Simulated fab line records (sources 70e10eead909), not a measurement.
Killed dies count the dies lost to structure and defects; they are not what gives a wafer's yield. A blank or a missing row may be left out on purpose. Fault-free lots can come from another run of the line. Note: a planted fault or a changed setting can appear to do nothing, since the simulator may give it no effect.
fab line records	flow nand_harc
record lots=7	wafers=21	last_day=33
route steps=1302 shown A_CONTACT@1033 END@1302
lots untouched by any fault: they come from a run of this same line in which no faults occurred
start_h: start of the lot's first displayed wafer, in hours after the record's first day	wait_h: hours from the lot's prior step to this one	" as in the row above	L1.1+2: one row covering several wafers at once	- value missing, or start not given	* or withheld: withheld	< > ~ a bound
route shown NAME@n: a module of which the file shows steps, and the number in the route of the first	usual: mean/standard deviation of fault-free wafers	same: alike in all rows	chamber/n: place in a boat	sites: each site's reading	_std_site: their standard deviation	_edge_site: inner sites' mean taken away from outer sites' mean	radius_mm: how far each site lies from the wafer's centre	mask NAME#n: copy n	behind: tool/chamber where the wafer was last shaped	hold: why the lot was held/for how many hours/how that ended	device: which transistor (n, p or np) failed to switch	end of line: the same wafers' tests at the end of the route	a step without rows: its recipe alone	killed: dies lost to structure and defects at the first sort, not the wafer's yield	map: per-die view of a wafer (x killed, . not killed, _ where there is no die)
set.NAME: setting as actually run; set.NAME@STEP: the setting as run at that earlier step	model.NAME: the simulator's own value behind a step, which no gauge read
a table for each step, a row for each wafer; lots at some steps of the route
services: when a tool's chamber went out of use (start_h, in hours from the record's first day, below 0 if earlier), for how many hours, and the reason
## steps
# step NHARC_A_CONTACT_COAT_63
# recipe spin_rpm=1500	resist_thk_nm=90
# step NHARC_A_CONTACT_SOFTBAKE_64
# recipe temp_c=105	time_s=55
# step NHARC_A_CONTACT_EBR_65
# step NHARC_A_CONTACT_EXPOSE_66
# recipe na=1.35	sigma_outer=0.8	dose_mj=59.02	mask_id=A_CC_2
# step NHARC_A_CONTACT_PEB_67
# recipe peb_temp_c=100	peb_time_s=65
# step NHARC_A_CONTACT_DEVELOP_68
# recipe develop_time_s=35	dev_temp_c=23
# step NHARC_A_CONTACT_CD_MEAS_69
# recipe target_cd_nm=300	landing_energy_ev=500
# usual cd_nm=300.0/0.42
# same landing_energy_ev=500
lot.wafer	tool	chamber	start_h	wait_h	cd_nm
L306.1	cd_sem-01	0	519.15	-	300.7
L306.4	"	0	"	"	300.6
L306.6	"	0	"	"	300.1
L304.4	cd_sem-02	0	544.72	-	298.9
L304.5	"	0	"	"	299.1
L304.6	"	0	"	"	299.2
L315.1	cd_sem-03	0	629.55	-	299.2
L315.5	"	0	"	"	299.7
L315.6	"	0	"	"	299.3
L317.2	cd_sem-03	0	650.63	-	299.8
L317.5	"	0	"	"	299.9
L317.6	"	0	"	"	299.5
L316.1	cd_sem-01	0	653.33	-	299.6
L316.2	"	0	"	"	300.0
L316.5	"	0	"	"	300.1
L324.2	cd_sem-01	0	715.26	-	299.9
L324.3	"	0	"	"	300.4
L324.4	"	0	"	"	299.8
L325.3	cd_sem-03	0	729.74	-	300.1
L325.4	"	0	"	"	300.3
L325.5	"	0	"	"	300.1
# step NHARC_A_CONTACT_OVL_MEAS_70
# usual overlay_x_nm=0.2/0.86	overlay_y_nm=-0.1/0.9
lot.wafer	tool	chamber	start_h	wait_h	overlay_x_nm	overlay_y_nm
L306.1	overlay-01	-	519.23	-	0.3	-1.1
L306.4	"	-	"	"	1.0	-0.8
L306.6	"	-	"	"	0.5	-0.5
L304.4	overlay-02	-	544.81	-	1.7	-2.1
L304.5	"	-	"	"	1.7	-1.7
L304.6	"	-	"	"	1.4	-1.8
L315.1	overlay-01	-	629.64	-	-1.0	-0.5
L315.5	"	-	"	"	-0.7	0.3
L315.6	"	-	"	"	-0.5	0.6
L317.2	overlay-01	-	650.71	-	0.5	-0.3
L317.5	"	-	"	"	0.7	0.2
L317.6	"	-	"	"	0.4	-0.1
L316.1	overlay-02	-	653.42	-	0.4	0.7
L316.2	"	-	"	"	0.4	0.4
L316.5	"	-	"	"	0.3	1.2
L324.2	overlay-01	-	715.35	-	0.9	1.1
L324.3	"	-	"	"	0.3	1.6
L324.4	"	-	"	"	0.3	1.1
L325.3	overlay-01	-	729.82	-	0.8	0.3
L325.4	"	-	"	"	1.4	-0.2
L325.5	"	-	"	"	1.6	-0.5
# step NHARC_A_CONTACT_INSPECT_71
# usual raw_defect_count=78/31
lot.wafer	tool	chamber	start_h	wait_h	raw_defect_count
L306.1	defect_inspect-02	-	519.27	0.0	101
L306.4	"	-	"	"	98
L306.6	"	-	"	"	97
L304.4	defect_inspect-01	-	544.84	0.0	62
L304.5	"	-	"	"	80
L304.6	"	-	"	"	73
L315.1	defect_inspect-02	-	629.68	0.0	30
L315.5	"	-	"	"	30
L315.6	"	-	"	"	34
L317.2	defect_inspect-01	-	650.75	0.0	80
L317.5	"	-	"	"	109
L317.6	"	-	"	"	92
L316.1	defect_inspect-02	-	653.45	0.0	68
L316.2	"	-	"	"	65
L316.5	"	-	"	"	66
L324.2	defect_inspect-02	-	715.39	0.0	73
L324.3	"	-	"	"	83
L324.4	"	-	"	"	88
L325.3	defect_inspect-02	-	729.86	0.0	73
L325.4	"	-	"	"	50
L325.5	"	-	"	"	78
# step NHARC_A_CONTACT_DESCUM_74
# recipe time_s=3	o2_flow_sccm=200	ar_flow_sccm=0	bias_power_w=0	chemistry=O2
# usual drypump_motor_current_A=5.9/0.67	o2_flow_sccm=200.0/0.51	oes_product_au=1.001/0.0078	rf_vpp_V=57.9/0.9	showerhead_plenum_p_Torr=1.94/0.093	throttle_valve_pct=11.311/0.0087
lot.wafer	tool	chamber	start_h	wait_h	drypump_motor_current_A	o2_flow_sccm	oes_product_au	rf_hours_counter_h	rf_vpp_V	showerhead_plenum_p_Torr	throttle_valve_pct
L306.1	rie_diel-12	3	519.35	0.1	6.3	199.9	0.992	19	58.1	2.02	11.317
L306.4	"	0	"	"	5.0	199.8	1.004	17	59.2	2.07	11.308
L306.6	"	1	"	"	4.8	199.7	0.994	-	58.0	1.88	11.319
L304.4	rie_diel-04	3	544.95	0.1	6.2	200.0	1.009	-	59.3	1.93	11.308
L304.6	"	0	"	"	6.8	199.7	1.014	-	58.6	2.08	11.306
L304.5	"	3	"	"	6.3	199.4	1.010	-	59.0	1.93	11.313
L315.1	rie_diel-04	3	629.77	0.1	6.3	199.9	0.999	17	59.2	1.93	11.325
L315.5	"	0	"	"	6.8	201.0	0.995	-	58.6	2.07	11.304
L315.6	"	1	"	"	5.1	199.8	1.001	-	58.3	1.89	11.312
L317.2	rie_diel-04	1	650.83	0.1	5.1	199.2	0.985	14	56.8	1.89	11.331
L317.6	"	3	"	"	6.3	199.2	1.003	-	59.2	1.92	11.317
L317.5	"	0	"	"	6.8	200.3	1.002	-	58.5	2.07	11.307
L316.1	rie_diel-04	0	653.53	0.1	6.8	199.5	1.002	19	58.5	2.07	11.304
L316.2	"	1	"	"	5.1	199.6	1.001	15	59.3	1.89	11.311
L316.5	"	2	"	"	5.7	200.1	1.005	-	58.0	1.99	11.298
L324.2	rie_diel-13	2	715.45	0.1	5.7	199.3	0.990	3	56.7	1.79	11.313
L324.4	"	3	"	"	5.0	200.6	0.995	3	58.8	1.95	11.301
L324.3	"	0	"	"	6.4	200.3	0.996	2	57.0	1.78	11.299
L325.3	rie_diel-13	2	729.93	0.1	5.7	200.3	0.985	8	57.6	1.79	11.305
L325.4	"	3	"	"	5.0	200.2	0.985	7	57.8	1.95	11.314
L325.5	"	2	"	"	5.7	199.1	0.995	-	57.2	1.79	11.320
# step NHARC_A_CONTACT_ETCH_75
# recipe target_depth_a=390	over_etch_frac=0.3	time_s=65	ion_energy_ev=80	cf4_flow_sccm=150	ar_flow_sccm=0	rf_w=300	bias_w=100	chemistry=CF4
# usual drypump_motor_current_A=5.9/0.67	oes_product_au=1.002/0.0079	rf_vpp_V=151.6/1.3	run_length_s=86.5/0.31	showerhead_plenum_p_Torr=1.79/0.081	throttle_valve_pct=13.282/0.0075
# same over_etch_frac=0.3
lot.wafer	tool	chamber	start_h	wait_h	drypump_motor_current_A	oes_product_au	rf_hours_counter_h	rf_vpp_V	run_length_s	showerhead_plenum_p_Torr	throttle_valve_pct
L306.4	rie_diel-12	3	519.42	0.1	6.3	1.008	19	153.3	86.1	1.86	13.285
L306.1	"	1	"	"	4.8	0.996	21	150.9	86.1	1.74	13.276
L306.6	"	0	"	"	5.0	1.003	-	151.9	86.0	1.90	13.293
L304.4	rie_diel-04	0	545.08	0.1	6.8	1.007	-	152.8	87.2	1.91	13.278
L304.5	"	3	"	"	6.2	1.002	-	151.9	86.0	1.78	13.285
L304.6	"	0	"	"	6.8	1.007	-	154.2	86.3	1.91	13.271
L315.1	rie_diel-04	2	629.82	0.1	5.7	0.993	13	152.5	86.8	1.84	13.286
L315.5	"	2	"	"	5.7	1.007	-	151.1	87.3	1.84	13.277
L315.6	"	3	"	"	6.2	1.001	-	152.6	86.1	1.78	13.274
L317.2	rie_diel-04	0	650.92	0.1	6.8	1.001	18	151.6	86.6	1.90	13.274
L317.6	"	1	"	"	5.1	0.992	-	151.9	86.5	1.75	13.280
L317.5	"	2	"	"	5.7	0.994	-	152.7	86.6	1.83	13.282
L316.2	rie_diel-04	1	653.61	0.1	5.1	1.000	15	153.4	87.0	1.74	13.283
L316.1	"	3	"	"	6.3	1.013	21	151.4	86.4	1.78	13.275
L316.5	"	1	"	"	5.1	1.000	-	150.4	86.6	1.74	13.285
L324.4	rie_diel-13	1	715.53	0.1	5.2	0.988	2	151.9	86.8	1.72	13.291
L324.3	"	2	"	"	5.8	0.986	3	150.1	86.7	1.66	13.276
L324.2	"	3	"	"	5.0	0.985	3	151.6	86.7	1.80	13.275
L325.3	rie_diel-13	1	730.01	0.1	5.2	0.984	6	149.4	86.3	1.72	13.283
L325.4	"	2	"	"	5.7	0.990	8	149.6	86.5	1.66	13.279
L325.5	"	1	"	"	5.2	0.995	-	150.8	87.1	1.72	13.284
# step NHARC_A_CONTACT_ETCH_76
# recipe target_depth_a=2600	over_etch_frac=0.3	time_s=475.3	ion_energy_ev=200	n2_flow_sccm=150	h2_flow_sccm=150	ar_flow_sccm=0	rf_w=400	bias_w=150	chemistry=N2/H2
# usual drypump_motor_current_A=5.8/0.67	oes_product_au=1.001/0.0072	rf_vpp_V=431.2/2.9	run_length_s=496.8/0.32	showerhead_plenum_p_Torr=2.07/0.1	throttle_valve_pct=14.169/0.01
# same over_etch_frac=0.3
lot.wafer	tool	chamber	start_h	wait_h	drypump_motor_current_A	oes_product_au	rf_hours_counter_h	rf_vpp_V	run_length_s	showerhead_plenum_p_Torr	throttle_valve_pct
L306.4	rie_diel-12	1	-	-	4.8	1.002	21	430.9	496.9	2.00	14.174
L306.1	"	2	"	"	6.4	1.005	21	427.1	497.4	1.93	14.162
L306.6	"	2	"	"	6.4	1.003	-	428.7	497.0	1.93	14.174
L304.4	rie_diel-04	3	545.31	0.2	6.2	1.010	-	430.2	496.9	2.06	14.165
L304.5	"	3	"	"	6.3	1.001	-	431.7	496.6	2.06	14.180
L304.6	"	0	"	"	6.8	1.011	-	434.7	497.1	2.22	14.177
L315.1	rie_diel-04	1	-	-	5.1	0.989	12	429.8	496.8	2.01	14.174
L315.6	"	1	"	"	5.1	1.001	-	429.1	496.9	2.01	14.175
L315.5	"	2	"	"	5.7	0.999	-	432.4	497.6	2.12	14.180
L317.2	rie_diel-04	0	-	-	6.8	1.009	18	434.1	496.6	2.21	14.175
L317.6	"	0	"	"	6.8	0.999	-	434.8	496.8	2.21	14.150
L317.5	"	1	"	"	5.1	0.986	-	428.8	497.3	2.01	14.168
L316.1	rie_diel-04	2	-	-	5.7	0.996	17	432.6	497.2	2.12	14.167
L316.2	"	0	"	"	6.8	1.009	19	436.0	497.1	2.21	14.173
L316.5	"	1	"	"	5.2	1.001	-	429.7	496.9	2.01	14.180
L324.4	rie_diel-13	2	-	-	5.7	0.993	3	428.2	496.6	1.91	14.195
L324.2	"	3	"	"	5.0	1.002	3	431.8	496.4	2.08	14.154
L324.3	"	0	"	"	6.4	1.002	2	425.8	496.5	1.90	14.168
L325.3	rie_diel-13	3	-	-	5.0	0.997	7	430.5	496.1	2.08	14.176
L325.4	"	0	"	"	6.4	1.000	5	426.4	497.0	1.90	14.186
L325.5	"	2	"	"	5.7	0.998	-	427.2	496.9	1.90	14.161
# step NHARC_A_CONTACT_ETCH_77
# recipe target_depth_a=1089	time_s=54.5	cf4_flow_sccm=100	chf3_flow_sccm=30	ar_flow_sccm=0	rf_w=500	bias_w=200	chemistry=CF4/CHF3
# usual drypump_motor_current_A=5.8/0.69	oes_product_au=0.938/0.018	rf_vpp_V=371.1/2.5	run_length_s=76.0/0.32	showerhead_plenum_p_Torr=1.59/0.073	throttle_valve_pct=16.802/0.009
lot.wafer	tool	chamber	start_h	wait_h	drypump_motor_current_A	oes_product_au	rf_hours_counter_h	rf_vpp_V	run_length_s	showerhead_plenum_p_Torr	throttle_valve_pct
L306.4	rie_diel-12	0	519.86	-	5.0	0.978	17	374.2	75.5	1.70	16.800
L306.1	"	3	"	"	6.2	0.977	19	372.3	75.4	1.65	16.804
L306.6	"	1	"	"	4.8	0.953	-	370.7	76.2	1.55	16.800
L304.4	rie_diel-04	3	545.76	0.4	6.2	0.953	-	370.6	75.9	1.59	16.813
L304.6	"	0	"	"	6.8	0.955	-	373.8	76.4	1.70	16.811
L304.5	"	3	"	"	6.3	0.958	-	369.5	75.9	1.59	16.801
L315.1	rie_diel-04	1	630.82	-	5.1	0.931	12	370.5	76.3	1.55	16.825
L315.5	"	3	"	"	6.3	0.933	-	371.2	75.9	1.58	16.800
L315.6	"	0	"	"	6.8	0.935	-	372.8	60.6	1.70	16.809
L317.2	rie_diel-04	0	651.33	-	6.8	0.933	18	375.4	60.7	1.70	16.790
L317.5	"	0	"	"	6.8	0.925	-	375.0	61.0	1.70	16.815
L317.6	"	1	"	"	5.1	0.919	-	368.0	76.1	1.55	16.805
L316.2	rie_diel-04	0	654.04	-	6.8	0.928	19	375.0	61.4	1.69	16.798
L316.1	"	3	"	"	6.3	0.931	21	372.7	76.2	1.58	16.795
L316.5	"	1	"	"	5.1	0.919	-	369.2	76.2	1.55	16.794
L324.2	rie_diel-13	2	715.98	-	5.7	0.954	3	366.5	76.0	1.48	16.804
L324.3	"	3	"	"	5.0	0.956	3	371.1	75.4	1.60	16.801
L324.4	"	0	"	"	6.4	0.982	2	367.3	75.9	1.47	16.816
L325.3	rie_diel-13	3	730.44	-	5.0	0.920	8	371.2	75.5	1.60	16.810
L325.4	"	2	"	"	5.7	0.919	8	366.1	75.6	1.48	16.798
L325.5	"	3	"	"	5.0	0.918	-	372.0	75.5	1.60	16.795
# step NHARC_A_CONTACT_ETCH_78
# recipe target_depth_a=53000	over_etch_frac=0.3	time_s=1378	ion_energy_ev=150	o2_flow_sccm=400	cos_flow_sccm=20	ar_flow_sccm=0	rf_w=500	bias_w=300	chemistry=O2/COS
# usual drypump_motor_current_A=5.9/0.66	o2_flow_sccm=400.0/1.1	oes_product_au=1.002/0.0069	rf_vpp_V=314.6/2.2	run_length_s=1399.5/0.32	showerhead_plenum_p_Torr=3.16/0.14	throttle_valve_pct=28.331/0.0093
# same over_etch_frac=0.3
lot.wafer	tool	chamber	start_h	wait_h	drypump_motor_current_A	o2_flow_sccm	oes_product_au	rf_hours_counter_h	rf_vpp_V	run_length_s	showerhead_plenum_p_Torr	throttle_valve_pct
L306.1	rie_diel-12	3	-	-	6.3	398.5	0.998	19	316.1	1399.3	3.28	28.337
L306.4	"	0	"	"	5.0	400.7	1.003	17	317.8	1399.0	3.36	28.319
L306.6	"	2	"	"	6.4	399.6	1.003	-	311.1	1399.9	2.97	28.327
L304.4	rie_diel-04	0	546.24	0.5	6.8	403.9	1.000	-	318.3	1399.5	3.37	28.326
L304.5	"	0	"	"	6.8	399.1	1.005	-	317.5	1399.8	3.37	28.335
L304.6	"	3	"	"	6.2	399.8	1.001	-	314.0	1399.4	3.15	28.351
L315.1	rie_diel-04	1	-	-	5.1	400.8	0.997	12	312.7	1399.6	3.08	28.334
L315.5	"	3	"	"	6.3	399.3	1.000	-	316.9	1399.4	3.14	28.327
L315.6	"	0	"	"	6.8	399.7	0.998	-	317.0	1399.8	3.36	28.351
L317.2	rie_diel-04	1	-	-	5.1	400.7	0.992	15	314.8	1399.8	3.08	28.331
L317.5	"	1	"	"	5.1	400.8	0.982	-	314.6	1399.7	3.08	28.336
L317.6	"	2	"	"	5.7	399.7	0.997	-	315.7	1399.7	3.24	28.315
L316.1	rie_diel-04	0	-	-	6.8	400.5	1.002	19	318.1	1399.6	3.36	28.333
L316.2	"	1	"	"	5.2	400.0	0.998	16	314.5	1399.5	3.08	28.317
L316.5	"	2	"	"	5.7	399.4	0.999	-	315.6	1400.2	3.24	28.318
L324.2	rie_diel-13	0	-	-	6.5	400.7	0.998	2	309.9	1399.2	2.92	28.347
L324.4	"	1	"	"	5.2	399.7	0.996	3	313.3	1399.5	3.04	28.318
L324.3	"	3	"	"	5.0	401.7	0.991	3	314.7	1399.0	3.18	28.339
L325.3	rie_diel-13	2	-	-	5.8	400.4	0.988	8	310.4	1399.1	2.93	28.336
L325.4	"	3	"	"	5.0	398.1	0.998	8	315.2	1399.4	3.18	28.332
L325.5	"	1	"	"	5.2	401.5	0.988	-	311.5	1399.7	3.04	28.326
# step NHARC_END_SORT_01
# recipe temp_c=25
# usual killed_at_array=52/16	killed_at_other=0.8/1.1	killed_at_periphery=4.2/2.5	killed_dies=57/16	killed_open=3.4/2	killed_short=2.6/1.6
# same gross_dies=677
lot.wafer	tool	chamber	start_h	wait_h	killed_at_array	killed_at_other	killed_at_periphery	killed_dies	killed_open	killed_short
L315.1	prober-01	0	690.74	2.5	28	0	4	32	5	1
L315.6	prober-01	0	694.72	4.0	671	1	5	677	5	4
L316.2	prober-01	0	709.02	2.8	676	0	1	677	3	2
L317.2	prober-02	0	709.06	2.8	672	0	5	677	8	2
L317.5	prober-02	0	711.48	3.7	674	1	2	677	2	4
# killed by level:class
L315.1 A_CHANNEL_HOLE_D2:chamber_film_flake=12 A_CONTACT:chamber_film_flake=5 A_CHANNEL_HOLE_D1:chamber_film_flake=3 P_M0:geometric_particle:open=2 A_ZERO_WELL:chamber_film_flake=2 A_SLIT:chamber_film_flake=2 P_M0:geometric_particle:short=1 A_CHANNEL_FILL_D2:geometric_particle:open=1
L315.6 A_CONTACT:area_etch=635 A_CHANNEL_HOLE_D2:chamber_film_flake=14 A_CHANNEL_HOLE_D1:chamber_film_flake=5 P_ZERO_WELL:chamber_film_flake=5 A_STAIRCASE:chamber_film_flake=3 A_WL_FILL:geometric_particle:short=2 A_M0:geometric_particle:open=2 A_SGD_CUT:chamber_film_flake=2
L316.2 A_CONTACT:area_etch=631 A_CHANNEL_HOLE_D1:chamber_film_flake=19 A_CONTACT:chamber_film_flake=8 A_STAIRCASE:chamber_film_flake=7 A_SLIT:chamber_film_flake=5 A_CHANNEL_FILL_D1:geometric_particle:short=2 A_SOURCE_PLATE:geometric_particle:open=1 A_ONON_D2:geometric_particle:open=1
L317.2 A_CONTACT:area_etch=614 A_SLIT:chamber_film_flake=15 A_CHANNEL_HOLE_D2:chamber_film_flake=13 A_STAIRCASE:chamber_film_flake=11 A_CHANNEL_HOLE_D1:chamber_film_flake=5 A_CHANNEL_FILL_D1:chamber_film_flake=3 P_GATE:geometric_particle:open=2 P_ZERO_WELL:chamber_film_flake=2
L317.5 A_CONTACT:area_etch=594 A_SLIT:chamber_film_flake=33 A_CHANNEL_HOLE_D2:chamber_film_flake=16 A_CONTACT:chamber_film_flake=8 A_CHANNEL_HOLE_D1:chamber_film_flake=7 A_STAIRCASE:chamber_film_flake=4 A_DECK1_JOINT:chamber_film_flake=3 A_CHANNEL_FILL_D2:chamber_film_flake=3
# map L315.6 (x killed, . not)
____________x____________
_________xxxxxxx_________
_______xxxxxxxxxxx_______
______xxxxxxxxxxxxx______
_____xxxxxxxxxxxxxxx_____
____xxxxxxxxxxxxxxxxx____
____xxxxxxxxxxxxxxxxx____
___xxxxxxxxxxxxxxxxxxx___
___xxxxxxxxxxxxxxxxxxx___
__xxxxxxxxxxxxxxxxxxxxx__
__xxxxxxxxxxxxxxxxxxxxx__
_xxxxxxxxxxxxxxxxxxxxxxx_
_xxxxxxxxxxxxxxxxxxxxxxx_
_xxxxxxxxxxxxxxxxxxxxxxx_
_xxxxxxxxxxxxxxxxxxxxxxx_
_xxxxxxxxxxxxxxxxxxxxxxx_
xxxxxxxxxxxxxxxxxxxxxxxxx
xxxxxxxxxxxxxxxxxxxxxxxxx
xxxxxxxxxxxxxxxxxxxxxxxxx
xxxxxxxxxxxxxxxxxxxxxxxxx
xxxxxxxxxxxxxxxxxxxxxxxxx
_xxxxxxxxxxxxxxxxxxxxxxx_
_xxxxxxxxxxxxxxxxxxxxxxx_
_xxxxxxxxxxxxxxxxxxxxxxx_
_xxxxxxxxxxxxxxxxxxxxxxx_
_xxxxxxxxxxxxxxxxxxxxxxx_
__xxxxxxxxxxxxxxxxxxxxx__
__xxxxxxxxxxxxxxxxxxxxx__
___xxxxxxxxxxxxxxxxxxx___
___xxxxxxxxxxxxxxxxxxx___
____xxxxxxxxxxxxxxxxx____
____xxxxxxxxxxxxxxxxx____
_____xxxxxxxxxxxxxxx_____
______xxxxxxxxxxxxx______
_______xxxxxxxxxxx_______
_________xxxxxxx_________
____________x____________
# map L316.2 (x killed, . not)
____________x____________
_________xxxxxxx_________
_______xxxxxxxxxxx_______
______xxxxxxxxxxxxx______
_____xxxxxxxxxxxxxxx_____
____xxxxxxxxxxxxxxxxx____
____xxxxxxxxxxxxxxxxx____
___xxxxxxxxxxxxxxxxxxx___
___xxxxxxxxxxxxxxxxxxx___
__xxxxxxxxxxxxxxxxxxxxx__
__xxxxxxxxxxxxxxxxxxxxx__
_xxxxxxxxxxxxxxxxxxxxxxx_
_xxxxxxxxxxxxxxxxxxxxxxx_
_xxxxxxxxxxxxxxxxxxxxxxx_
_xxxxxxxxxxxxxxxxxxxxxxx_
_xxxxxxxxxxxxxxxxxxxxxxx_
xxxxxxxxxxxxxxxxxxxxxxxxx
xxxxxxxxxxxxxxxxxxxxxxxxx
xxxxxxxxxxxxxxxxxxxxxxxxx
xxxxxxxxxxxxxxxxxxxxxxxxx
xxxxxxxxxxxxxxxxxxxxxxxxx
_xxxxxxxxxxxxxxxxxxxxxxx_
_xxxxxxxxxxxxxxxxxxxxxxx_
_xxxxxxxxxxxxxxxxxxxxxxx_
_xxxxxxxxxxxxxxxxxxxxxxx_
_xxxxxxxxxxxxxxxxxxxxxxx_
__xxxxxxxxxxxxxxxxxxxxx__
__xxxxxxxxxxxxxxxxxxxxx__
___xxxxxxxxxxxxxxxxxxx___
___xxxxxxxxxxxxxxxxxxx___
____xxxxxxxxxxxxxxxxx____
____xxxxxxxxxxxxxxxxx____
_____xxxxxxxxxxxxxxx_____
______xxxxxxxxxxxxx______
_______xxxxxxxxxxx_______
_________xxxxxxx_________
____________x____________
## services
tool	chamber	start_h	hours	kind
rie_diel-04	0	510.51	-	clean
rie_diel-04	1	510.51	-	clean
rie_diel-04	2	510.51	-	clean
rie_diel-04	3	510.51	-	clean
rie_diel-13	-	519.05	9.0	pm
rie_diel-04	-	532.01	9.0	pm
rie_diel-04	0	532.01	10.6	vent_cycle
rie_diel-04	1	532.01	15.1	vent_cycle
rie_diel-04	2	532.01	9.0	vent_cycle
rie_diel-04	3	532.01	9.0	vent_cycle
rie_diel-04	2	541.01	-	clean
rie_diel-04	3	541.01	-	clean
rie_diel-04	2	541.95	6.8	repair
rie_diel-13	-	541.96	0.2	repair
rie_diel-12	3	581.97	1.5	repair
rie_diel-12	1	602.59	2.8	repair
rie_diel-04	3	614.29	2.4	repair
rie_diel-13	1	614.60	13.0	repair
rie_diel-12	-	623.40	9.0	pm
rie_diel-04	3	647.60	2.8	repair
rie_diel-12	1	650.10	4.9	repair
rie_diel-13	-	696.05	9.0	pm
rie_diel-04	-	709.01	9.0	pm
rie_diel-04	1	729.15	1.3	repair
## key
first_sign step=NHARC_A_CONTACT_ETCH_77	reading=run_length_s	direction=down	sigmas=47	usual=*	struck=*
effect step=NHARC_END_SORT_01	reading=killed_at_array	direction=up	sigmas=39	usual=52	struck=673
more_kills_born_at NHARC_A_CONTACT_ETCH_77@rie_diel-04=2474
met_at NHARC_A_CONTACT_ETCH_77
struck_wafers L315.6,L316.2,L317.2,L317.5
later_rows_left_out L315.6,L316.2,L317.2,L317.5
tester_left_out L315,L316,L317
onset_between 545.76 630.82
fault kind=process_parameter_drift	tool=rie_diel-04	chamber=0	onset_h=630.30	steps=NHARC_A_CONTACT_ETCH_77	channel=time_s	offset=*	shape=step	end_h=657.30	acts_in=*	stated=*
# tester_left_out: of these lots the tester's yield and bins aren't shown, on N5 and GAA mostly nor the transistor test; their killed dies are dies lost to structure and defects alone, not to doping, threshold or leakage, so they don't give the yield
# later_rows_left_out: the simulator's readings of these wafers behind a module that went badly wrong aren't trusted and aren't shown, but for the sort
